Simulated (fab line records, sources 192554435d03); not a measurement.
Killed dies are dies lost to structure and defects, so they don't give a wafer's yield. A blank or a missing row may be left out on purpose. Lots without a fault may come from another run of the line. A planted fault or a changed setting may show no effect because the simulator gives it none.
Split-lot experiment | flow n5_finfet | 7 lots, 21 wafers read, on a route of 1938 steps

THE SPLIT
At N5_BEOL_M1_ETCH_64 (etches SOC in N2/H2, target depth 75 nm, overetch 15 nm, time 112.5 s), the setting source_w was moved away from the recipe's 840 W on 3 of the 21 wafers read, by -11.1% to +16.8%. The other wafers ran this setting at the recipe's value.

The reading is taken at the split's own step.

THE READING
rf_vpp_V, in V, at N5_BEOL_M1_ETCH_64 (etches SOC in N2/H2, target depth 75 nm, overetch 15 nm, time 112.5 s). Fault-free wafers of this fab line usually give 524.0 V, standard deviation 2.1 V.

wafer  | tool, chamber at the split | source_w as run, W | against the recipe | rf_vpp_V, V | against lot-mates on the recipe
L074.1 | rie_diel-02, 0             | 840                | recipe             | 525.9       | -
L074.2 | rie_diel-02, 1             | 840                | recipe             | 524.3       | -
L074.5 | rie_diel-02, 0             | 840                | recipe             | 526.8       | -
L080.1 | rie_diel-03, 3             | 840                | recipe             | 526.4       | -
L080.2 | rie_diel-03, 1             | 840                | recipe             | 521.7       | -
L080.5 | rie_diel-03, 1             | 763.8              | -9.1%              | 538.4       | +14.4
L081.1 | rie_diel-06, 0             | 746.6              | -11.1%             | 545.4       | +22.8
L081.2 | rie_diel-06, 1             | 840                | recipe             | 521.9       | -
L081.5 | rie_diel-06, 2             | 840                | recipe             | 523.3       | -
L084.1 | rie_diel-06, 2             | 840                | recipe             | 521.1       | -
L084.2 | rie_diel-06, 3             | 840                | recipe             | 528.8       | -
L084.4 | rie_diel-06, 1             | 840                | recipe             | 522.9       | -
L086.1 | rie_diel-02, 3             | 840                | recipe             | 522.1       | -
L086.3 | rie_diel-02, 0             | 840                | recipe             | 525.9       | -
L086.5 | rie_diel-02, 2             | 840                | recipe             | 522.9       | -
L087.3 | rie_diel-03, 0             | 840                | recipe             | 521.9       | -
L087.5 | rie_diel-03, 2             | 840                | recipe             | 525.6       | -
L087.6 | rie_diel-03, 3             | 840                | recipe             | 527.0       | -
L091.4 | rie_diel-03, 2             | 840                | recipe             | 525.5       | -
L091.5 | rie_diel-03, 1             | 840                | recipe             | 521.1       | -
L091.6 | rie_diel-03, 0             | 981.4              | +16.8%             | 496.3       | -27.0

THE FIT
A straight line over all 21 wafers: rf_vpp_V changes by -1.7 V for each +1% of source_w; r = -0.97; the points scatter about the line by 2.3 V.
The same after taking each lot's own level away (the mean of its wafers on the recipe; 21 wafers): -1.71 V for each +1%; r = -0.97; scatter 2.3 V.
On that fit, the largest move of source_w shifts the reading by 29 V.
The lots' own levels span 522.60 to 525.67 V, that is 1.5 times the standard deviation above.
So the lot-to-lot level changes the slope little: the two slopes agree.
Check: with one of the wafers moved furthest among these (+16.8%) left out of the fit, the line predicts -31.4 V for it against its lot-mates. It came out at -27 V against them.
Tool readings at the split's step, against how far the setting was moved: rf_vpp_V r = -0.97.

OTHER SPLITS ON THESE WAFERS
These wafers also went through other splits before the reading. Each is held against what the fit with the lots' levels taken away leaves over:
other split on the same wafers              | wafers away from the commonest value | r with rf_vpp_V (lot level and that fit taken away)
N5_MOL_CONTACT_COAG_COAT_77 spin_rpm        | 5                                    | +0.06
N5_MOL_CONTACT_COAG_EXPOSE_37 dose_mj       | 7                                    | +0.07
N5_MOL_CONTACT_COAG_DESCUM_45 time_s        | 9                                    | +0.17
N5_BEOL_M0_SAQP_SPACER2_ALD_26 target_thk_a | 5                                    | -0.35
N5_BEOL_M0_ETCH_128 source_w                | 6                                    | -0.11

THE FILE'S OWN FIT
rf_vpp_V changes by -1.71 V for each +1% of source_w, r = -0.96.
